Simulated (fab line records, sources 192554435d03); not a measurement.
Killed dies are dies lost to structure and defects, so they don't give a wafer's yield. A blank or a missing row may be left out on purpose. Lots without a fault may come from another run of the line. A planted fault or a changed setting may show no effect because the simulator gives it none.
fab line records | flow n5_finfet
record lots=6 wafers=18 last_day=17
route steps=1938 shown SD_EPI_N@276 BEOL_M4@1111 PASSIVATION@1936
lots that met no fault: from a run of the same line without faults
start_h: hours from the record's first day to the start of the lot's first wafer shown | wait_h: hours since the lot's step before | " the same as in the row above | L1.1+2: a row that stands for several wafers | - no value, or no start given | * or withheld: withheld | < > ~ a bound
route shown NAME@n: a module of which the file shows steps, and the number in the route of the first | usual: mean/standard deviation of fault-free wafers | same: alike in all rows | chamber/n: place in a boat | sites: the reading at each site | _std_site: their standard deviation | _edge_site: outer sites' mean less inner sites' | radius_mm: how far each site lies from the wafer's centre | mask NAME#n: copy n | behind: the tool/chamber that last shaped the wafer | hold: why the lot was held/for how many hours/how that ended | device: the transistor (n, p or np) that didn't switch | end of line: the same wafers' tests at the end of the route | a step without rows: its recipe alone | killed: dies lost to structure and defects at the first sort, not the wafer's yield | map: a wafer's dies, x killed, . not, _ none there
set.NAME: the setting as run; set.NAME@STEP: as run at that earlier step | model.NAME: the simulator's own value behind a step, which no gauge read
lots at some steps of the route; a table a step, a row a wafer
services: from which hour (start_h, from the record's first day; less than 0 if before it) a tool's chamber was out of use, for how many hours, and why
## steps
# step N5_SD_EPI_N_STRIP_36
# recipe chemistry=N2/H2 temp_c=40 n2_flow_sccm=200 h2_flow_sccm=200 rf_frequency_hz=6e+07
# step N5_SD_EPI_N_ETCHBACK_44
# recipe chemistry=CH3F/O2 mode=anisotropic_etchback target=SiNx target_depth_a=145 stop_on=SiO2 over_etch_frac=0.3 ion_energy_ev=120 pressure_mtorr=30 source_w=395 bias_w=73 Ar_flow_sccm=150 CH3F_flow_sccm=30 O2_flow_sccm=20
# usual drypump_motor_current_A=5.7/0.33 oes_product_au=0.68/0.077 rf_vpp_V=296/5.8 showerhead_plenum_p_Torr=2.02/0.071 throttle_valve_pct=16.40/0.24
# same over_etch_frac=0.3
# columns lot.wafer tool chamber start_h wait_h drypump_motor_current_A oes_product_au rf_hours_counter_h rf_vpp_V showerhead_plenum_p_Torr throttle_valve_pct
L659.2 rie_diel-05 1 61.92 0.0 5.8 0.80 12 295 2.06 16.03
L659.4 " 2 " " 5.9 0.59 242 298 1.97 16.94
L659.5 " 1 " " 5.8 0.80 - 296 2.07 16.03
L665.1 rie_diel-05 0 105.61 0.0 5.8 0.65 163 296 1.97 16.18
L665.3 " 3 " " 5.3 0.58 248 296 1.95 16.94
L665.5 " 0 " " 5.8 0.65 - 296 1.97 16.17
L667.2 rie_diel-03 2 111.67 0.0 5.7 0.65 149 287 1.92 16.32
L667.5 " 3 " " 5.6 0.74 - 291 2.05 16.23
L667.6 " 0 " " 5.5 0.62 - 303 2.07 16.67
L672.1 rie_diel-03 0 144.01 0.0 5.5 0.61 178 304 2.06 16.69
L672.3 " 2 " " 5.7 0.64 160 289 1.92 16.34
L672.5 " 1 " " 5.4 0.61 - 301 1.91 16.61
L675.1 rie_diel-01 0 157.90 0.0 6.2 0.68 113 296 2.03 16.51
L675.3 " 2 " " 6.2 0.84 3 303 2.07 16.36
L675.4 " 0 " " 6.2 0.68 - 295 2.03 16.51
L678.2 rie_diel-03 0 176.79 0.0 5.5 0.60 194 303 2.06 16.72
L678.3 " 3 " " 5.6 0.71 63 292 2.04 16.28
L678.4 " 1 " " 5.4 0.61 214 299 1.90 16.62
# step N5_SD_EPI_N_ETCH_45
# recipe chemistry=CH3F/O2 target=SiOCN target_depth_a=60 mask_material=SOC ion_energy_ev=60 bias_w=29 pressure_mtorr=15 source_w=410 Ar_flow_sccm=150 CH3F_flow_sccm=30 O2_flow_sccm=20
# step N5_SD_EPI_N_ETCH_16
# recipe chemistry=CHF3/O2 target=SiO2 target_depth_a=50 mask_material=SOC pressure_mtorr=30 source_w=650 bias_w=170 Ar_flow_sccm=200 CHF3_flow_sccm=50 O2_flow_sccm=5 ion_energy_ev=200
# usual drypump_motor_current_A=5.7/0.33 oes_product_au=0.81/0.099 rf_vpp_V=522/11 showerhead_plenum_p_Torr=2.43/0.083 throttle_valve_pct=18.97/0.23
# columns lot.wafer tool chamber start_h wait_h drypump_motor_current_A oes_product_au rf_hours_counter_h rf_vpp_V showerhead_plenum_p_Torr throttle_valve_pct
L659.2 rie_diel-05 1 62.12 0.1 5.8 0.97 12 520 2.48 18.61
L659.4 " 2 " " 5.9 0.69 242 526 2.37 19.46
L659.5 " 1 " " 5.8 0.96 - 519 2.48 18.62
L665.1 rie_diel-05 0 105.81 0.1 5.8 0.76 163 522 2.38 18.73
L665.3 " 3 " " 5.3 0.68 248 523 2.35 19.44
L665.5 " 0 " " 5.8 0.75 - 521 2.38 18.74
L667.2 rie_diel-03 2 111.87 0.1 5.7 0.76 149 508 2.33 18.89
L667.5 " 3 " " 5.6 0.89 - 513 2.47 18.77
L667.6 " 0 " " 5.5 0.73 - 535 2.48 19.21
L672.1 rie_diel-03 0 144.21 0.1 5.5 0.72 178 537 2.48 19.25
L672.3 " 2 " " 5.7 0.76 160 510 2.32 18.90
L672.5 " 1 " " 5.4 0.73 - 529 2.31 19.21
L675.1 rie_diel-01 0 158.10 0.1 6.2 0.81 113 519 2.44 19.05
L675.3 " 2 " " 6.2 1.01 3 531 2.50 18.98
L675.4 " 0 " " 6.2 0.80 - 520 2.44 19.04
L678.2 rie_diel-03 0 176.99 0.1 5.6 0.72 194 537 2.47 19.26
L678.3 " 3 " " 5.6 0.86 63 514 2.45 18.81
L678.4 " 1 " " 5.3 0.71 214 529 2.30 19.23
# step N5_SD_EPI_N_STRIP_47
# recipe chemistry=CHF3/O2 resist=SiARC rf_frequency_hz=6e+07
# step N5_SD_EPI_N_SD_RECESS_17
# recipe chemistry=HBr/Cl2/O2 target_depth_a=410 mask_material=SOC time_s=23.7 bt_time_s=3 pressure_mtorr=10 icp_w=800 bias_w=112 HBr_flow_sccm=150 Cl2_flow_sccm=80 O2_flow_sccm=12
# usual drypump_motor_current_A=5.7/0.44 oes_product_au=1.009/0.017 throttle_valve_pct=36.90/0.27
# columns lot.wafer tool chamber start_h wait_h drypump_motor_current_A oes_product_au rf_hours_counter_h throttle_valve_pct
L659.2 rie_si-02 1 62.20 0.0 6.0 0.989 22 37.07
L659.4 " 0 " " 5.9 1.022 15 36.56
L659.5 " 3 " " 5.4 1.024 - 36.46
L665.1 rie_si-03 2 105.88 0.0 6.4 1.005 21 37.00
L665.3 " 1 " " 5.8 0.991 54 37.30
L665.5 " 1 " " 5.8 0.983 - 37.29
L667.2 rie_si-03 0 111.94 0.0 5.7 1.010 196 36.76
L667.5 " 3 " " 6.6 0.988 - 36.37
L667.6 " 0 " " 5.7 1.004 - 36.75
L672.1 rie_si-02 2 144.28 0.0 5.9 0.994 56 37.29
L672.3 " 0 " " 5.9 1.028 16 36.54
L672.5 " 0 " " 5.9 1.027 - 36.56
L675.1 rie_si-03 3 158.17 0.0 6.6 0.990 113 36.37
L675.3 " 2 " " 6.4 1.004 22 36.99
L675.4 " 1 " " 5.8 0.982 - 37.30
L678.2 rie_si-05 0 177.07 0.0 5.5 1.014 170 36.90
L678.3 " 2 " " 6.1 1.003 83 37.23
L678.4 " 3 " " 5.0 1.009 76 36.89
# step N5_SD_EPI_N_STRIP_38
# recipe chemistry=N2/H2 power_w=1000 temp_c=250 h2_frac=0.65 overash_fraction=0.3 pressure_mtorr=withheld n2_flow_sccm=1750 h2_flow_sccm=3250
# usual drypump_motor_current_A=5.5/0.43 h2_flow_sccm=3251/9.8 heater_power_w=328/25 oes_product_au=0.763/0.0099
# columns lot.wafer tool chamber start_h wait_h drypump_motor_current_A h2_flow_sccm heater_power_w oes_product_au rf_hours_counter_h
L659.2 plasma_asher-02 0 62.30 0.1 5.5 3253 325 0.749 33
L659.4 " 0 " " 5.5 3253 334 0.756 -
L659.5 " 1 " " 5.6 3263 339 0.765 -
L665.1 plasma_asher-01 0 105.98 0.1 6.2 3271 288 0.758 101
L665.3 " 0 " " 6.2 3255 287 0.748 -
L665.5 " 0 " " 6.2 3260 287 0.768 -
L667.2 plasma_asher-02 1 112.04 0.1 5.6 3261 345 0.748 40
L667.5 " 0 " " 5.4 3236 334 0.761 -
L667.6 " 1 " " 5.6 3251 333 0.772 -
L672.1 plasma_asher-02 0 144.38 0.1 5.5 3241 329 0.775 47
L672.3 " 0 " " 5.5 3227 332 0.750 -
L672.5 " 1 " " 5.6 3253 331 0.759 -
L675.1 plasma_asher-01 0 158.27 0.1 6.2 3250 289 0.771 110
L675.3 " 0 " " 6.1 3247 289 0.760 -
L675.4 " 1 " " 4.9 3253 340 0.776 -
L678.2 plasma_asher-02 1 177.16 0.1 5.6 3272 330 0.754 55
L678.3 " 0 " " 5.5 3257 328 0.784 -
L678.4 " 1 " " 5.6 3241 325 0.765 -
# step N5_SD_EPI_N_WET_ETCH_43
# recipe chemistry=dHF dilution=withheld time_s=14 target=SiO2 target_depth_a=15 temp_c=25
# step N5_SD_EPI_N_STRIP_18
# recipe chemistry=SPM time_s=750 temp_c=130 h2so4_h2o2_vol_ratio=4
# step N5_SD_EPI_N_SRD_20
# recipe dry=ipa_marangoni do_ppb=5 time_s=30 temp_c=23 rinse_liquid=diw
# step N5_SD_EPI_N_PRECLEAN_48
# recipe chemistry=NF3:NH3 afs_cycles=2 temp_c=30 time_s=20 sublimation_temp_c=180 sublimation_time_s=60 pressure_torr=3 rf_power_w=30
# step N5_SD_EPI_N_VAPOR_ETCH_50
# recipe chemistry=HCl target=Si temp_c=775 time_s=54 pressure_torr=20 mode=isotropic
# usual throttle_valve_pct=11.8/0.35
# columns lot.wafer tool chamber start_h wait_h throttle_valve_pct
L659.2 epi_rpcvd-03 0 63.28 0.3 11.8
L659.4 " 0 " " 12.1
L659.5 " 0 " " 11.7
L665.1 epi_rpcvd-03 0 106.69 0.3 11.7
L665.3 " 0 " " 11.6
L665.5 " 0 " " 11.7
L667.2 epi_rpcvd-03 0 112.78 0.3 12.0
L667.5 " 0 " " 11.7
L667.6 " 0 " " 11.9
L672.1 epi_rpcvd-04 0 145.09 0.3 11.3
L672.3 " 0 " " 11.7
L672.5 " 0 " " 11.6
L675.1 epi_rpcvd-04 0 159.33 0.4 11.5
L675.3 " 0 " " 11.4
L675.4 " 0 " " 11.6
L678.2 epi_rpcvd-04 0 177.92 0.3 11.5
L678.3 " 0 " " 11.4
L678.4 " 0 " " 11.9
# step N5_SD_EPI_N_EPI_21
# recipe material=Si:P dopant=P temp_c=680 pressure_torr=255 time_s=690
# same epi_growth_time_s=690
# columns lot.wafer tool chamber start_h wait_h
L659.2+4+5 epi_rpcvd-03 0 63.71 0.4
L665.1+3+5 epi_rpcvd-03 0 106.87 0.1
L667.2+5+6 epi_rpcvd-03 0 113.21 0.4
L672.1+3+5 epi_rpcvd-04 0 145.27 0.1
L675.1+3+4 epi_rpcvd-04 0 159.57 0.2
L678.2+3+4 epi_rpcvd-04 0 178.35 0.4
# step N5_SD_EPI_N_EPI_MEAS_23
# recipe mode=xrd
# usual thk_nm=59.2/1.2
# columns lot.wafer tool chamber start_h wait_h thk_nm
L659.2 film_metro-02 - 65.14 1.2 61.5
L659.4 " - " " 59.2
L659.5 " - " " 59.6
L665.1 film_metro-02 - 108.59 1.4 53.9
L665.3 " - " " 53.7
L665.5 " - " " 54.5
L667.2 film_metro-02 - 114.65 1.2 54.2
L667.5 " - " " 53.9
L667.6 " - " " 52.5
L672.1 film_metro-01 - 146.99 1.4 60.9
L672.3 " - " " 56.7
L672.5 " - " " 58.7
L675.1 film_metro-02 - 161.85 1.9 59.4
L675.3 " - " " 59.6
L675.4 " - " " 60.7
L678.2 film_metro-02 - 179.81 1.2 58.0
L678.3 " - " " 60.6
L678.4 " - " " 58.5
# step N5_SD_EPI_N_PRECLEAN_24
# recipe chemistry=O3/DIW time_s=60 temp_c=22 o3_ppm=10
# step N5_BEOL_M4_RC_MEAS_101
# usual DIBL_N=35.4/2.1 DIBL_P=34.8/2.6 IOFF_N=0.15/0.037 IOFF_P=0.19/0.037 ION_N=677/16 ION_P=462/9.3 SS_N=71.4/0.75 SS_P=72.9/0.77 VT_N=250/3.7 VT_P=-251/3.5
# columns lot.wafer tool chamber start_h wait_h DIBL_N[mV/V] DIBL_P[mV/V] IOFF_N[nA/um] IOFF_P[nA/um] ION_N[uA/um] ION_P[uA/um] SS_N[mV/dec] SS_P[mV/dec] VT_N[mV] VT_P[mV]
L659.2 prober-01 0 198.12 0.2 36.1 34.5 0.15 0.15 680 452 72.3 72.6 248 -255
L659.4 " 0 " " 35.3 34.0 0.13 0.15 668 451 71.5 72.6 251 -257
L659.5 " 0 " " 36.5 35.2 0.15 0.17 685 459 71.9 73.0 249 -250
L665.1 prober-01 0 225.90 0.0 34.1 34.0 0.14 0.21 674 470 71.2 72.5 248 -249
L665.3 " 0 " " 33.8 33.4 0.12 0.20 660 461 70.9 73.0 255 -249
L665.5 " 0 " " 32.5 31.7 0.11 0.18 666 469 70.3 72.1 252 -249
L667.2 prober-01 0 231.49 0.8 37.8 36.2 0.17 0.22 672 460 71.9 73.0 250 -248
L667.5 " 0 " " 36.2 34.3 0.14 0.20 684 466 71.4 72.4 248 -249
L667.6 " 0 " " 36.7 34.1 0.15 0.20 675 460 71.2 72.7 247 -251
L672.1 prober-02 0 260.65 0.0 36.6 35.0 0.14 0.18 642 445 71.3 73.3 252 -255
L672.3 " 0 " " 35.0 32.9 0.11 0.13 649 440 71.7 71.8 257 -259
L672.5 " 0 " " 38.2 37.5 0.18 0.20 656 450 72.4 73.2 252 -254
L675.1 prober-01 0 283.59 0.0 34.0 34.2 0.12 0.17 682 463 71.2 73.4 255 -253
L675.3 " 0 " " 36.5 36.7 0.16 0.20 683 460 70.8 73.9 249 -251
L675.4 " 0 " " 32.3 32.6 0.11 0.16 661 461 70.5 72.2 256 -252
L678.2 prober-01 0 303.96 0.4 34.6 33.3 0.14 0.18 689 466 70.8 73.1 249 -250
L678.3 " 0 " " 34.0 33.2 0.13 0.18 675 467 71.4 72.7 251 -249
L678.4 " 0 " " 36.0 35.2 0.17 0.20 711 477 71.4 73.9 246 -252
# step N5_PASSIVATION_PROBE_49
# usual defect_limited_yield=90.5/1.7 killed_at_M0_to_M3=37/12 killed_at_M4_up=14/5.2 killed_at_contacts=12/5.9 killed_at_front_end=45/14 killed_at_other=3.5/2.8 killed_dies=112/21 killed_open=73/15 killed_short=36/8.9 sort_bin_5_function=5.6/1.2 sort_bin_6_memory=3.5/0.68 sort_bin_8_speed=0.01/0.1 sort_n_pass=1068/21 sort_yield_pct=90.5/1.8
# same gross_dies=1180 killed_at_back_side=0 sort_bin_4_leakage[%]=0
# columns lot.wafer tool chamber start_h wait_h defect_limited_yield[%] killed_at_M0_to_M3 killed_at_M4_up killed_at_contacts killed_at_front_end killed_at_other killed_dies killed_open killed_short sort_bin_5_function[%] sort_bin_6_memory[%] sort_bin_8_speed[%] sort_n_pass sort_yield_pct[%]
L659.2 prober-01 - 308.22 0.1 91.5 24 7 8 56 5 100 62 32 4.7 3.1 0 1080 91.5
L659.4 prober-01 - 308.32 0.2 91.0 33 14 12 46 1 106 74 31 5.3 3.3 0 1074 91.0
L659.5 prober-01 - 308.37 0.3 91.1 31 11 13 49 1 105 71 31 5.3 3.3 0 1075 91.1
L678.2 prober-01 - 407.28 0.1 90.3 33 11 15 41 15 115 78 34 5.9 3.6 0 1065 90.3
L678.3 prober-01 - 407.33 0.1 88.4 26 31 3 64 13 137 82 49 6.5 4.2 0 1043 88.4
L678.4 prober-01 - 407.38 0.2 90.1 28 9 7 63 10 117 63 53 6.0 3.3 0 1063 90.1
# killed by level:class
L659.2 FIN_SAQP:geometric_particle:open=14 FIN_SAQP:geometric_particle:short=11 STI_FIN_REVEAL:geometric_particle:open=11 MOL_CONTACT_COAG:geometric_particle:open=7 BEOL_M0_SAQP:geometric_particle:open=7 BEOL_M1:geometric_particle:open=6 STARTING-WAFER:geometric_particle:short=6 HKMG_FIN:area_etch=5
L659.4 STI_FIN_REVEAL:geometric_particle:open=18 BEOL_M0_SAQP:geometric_particle:open=11 FIN_SAQP:geometric_particle:open=9 MOL_CONTACT_COAG:geometric_particle:open=7 BEOL_M0_SAQP:geometric_particle:short=7 GATE_CUT:geometric_particle:short=6 BEOL_M3:geometric_particle:open=6 MOL_CONTACT_COAG:geometric_particle:short=5
L659.5 FIN_SAQP:geometric_particle:open=15 MOL_CONTACT_COAG:geometric_particle:open=11 GATE_CUT:geometric_particle:short=10 BEOL_M3:geometric_particle:open=9 STI_FIN_REVEAL:geometric_particle:open=8 FIN_SAQP:geometric_particle:short=6 BEOL_M0_SAQP:geometric_particle:open=6 BEOL_M2:geometric_particle:open=6
L678.2 FIN_SAQP:geometric_particle:short=14 MOL_CONTACT_COAG:geometric_particle:open=13 FIN_SAQP:geometric_particle:open=9 BEOL_M3:geometric_particle:open=8 MIM_TOP:geometric_particle:open=7 BEOL_M0_SAQP:geometric_particle:short=6 BEOL_M0_SAQP:geometric_particle:open=5 BEOL_M1:geometric_particle:open=5
L678.3 STI_FIN_REVEAL:geometric_particle:open=24 BEOL_M4:geometric_particle:open=10 FIN_SAQP:geometric_particle:short=7 BEOL_M5:geometric_particle:open=6 GATE_CUT:geometric_particle:short=5 BEOL_M0_SAQP:geometric_particle:open=5 BEOL_M1:geometric_particle:short=5 BEOL_M1:geometric_particle:open=5
L678.4 STI_FIN_REVEAL:geometric_particle:open=16 FIN_SAQP:geometric_particle:short=11 GATE_CUT:geometric_particle:short=8 FIN_SAQP:geometric_particle:open=6 GATE_CUT:geometric_particle:open=6 BEOL_M2:geometric_particle:open=6 MOL_CONTACT_COAG:geometric_particle:open=5 BEOL_M0:geometric_particle:short=5
## services
# columns tool chamber start_h hours kind
plasma_asher-01 - 51.81 2.8 pm
rie_diel-03 1 52.70 4.1 repair
rie_diel-03 2 60.98 1.8 repair
epi_rpcvd-04 - 65.28 0.5 pm
plasma_asher-02 - 84.93 11.0 repair
rie_diel-01 - 87.14 1.0 repair
rie_diel-05 2 88.44 - clean
rie_diel-05 2 88.44 - consumable_replace:focus_ring
rie_diel-05 2 88.44 17.2 scheduled_down
rie_diel-05 2 88.44 17.2 vent_cycle
rie_diel-05 3 109.75 - clean
rie_diel-05 3 109.75 - consumable_replace:focus_ring
rie_diel-05 3 109.75 20.4 scheduled_down
rie_diel-05 3 109.75 20.4 vent_cycle
rie_diel-01 2 134.57 - clean
rie_diel-01 2 134.57 - consumable_replace:esc
rie_diel-01 2 134.57 - consumable_replace:focus_ring
rie_diel-01 - 141.22 1.0 repair
rie_diel-05 - 143.37 14.6 pm
rie_si-03 0 145.19 2.3 repair
rie_diel-03 3 149.91 2.5 repair
rie_si-05 2 163.94 6.1 repair
rie_si-02 1 168.57 6.2 repair
rie_si-03 2 169.40 26.8 repair
## key
first_sign step=N5_SD_EPI_N_EPI_MEAS_23 reading=thk_nm direction=down sigmas=4.6 usual=* struck=*
effect none on later readings
met_at N5_SD_EPI_N_EPI_21
struck_wafers L665.1,L665.3,L665.5,L667.2,L667.5,L667.6
onset_between 63.71 106.87
also_fits N5_SD_EPI_N_VAPOR_ETCH_50:epi_rpcvd-03
fault kind=site_profile_drift tool=epi_rpcvd-03 chamber=- onset_h=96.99 steps=N5_SD_EPI_N_EPI_21 basis=fraction max_abs_drift=0.20417 slope_share_per_hr=102.09 site_pattern=0,0,0,0,0,-1,-1,-1,-1
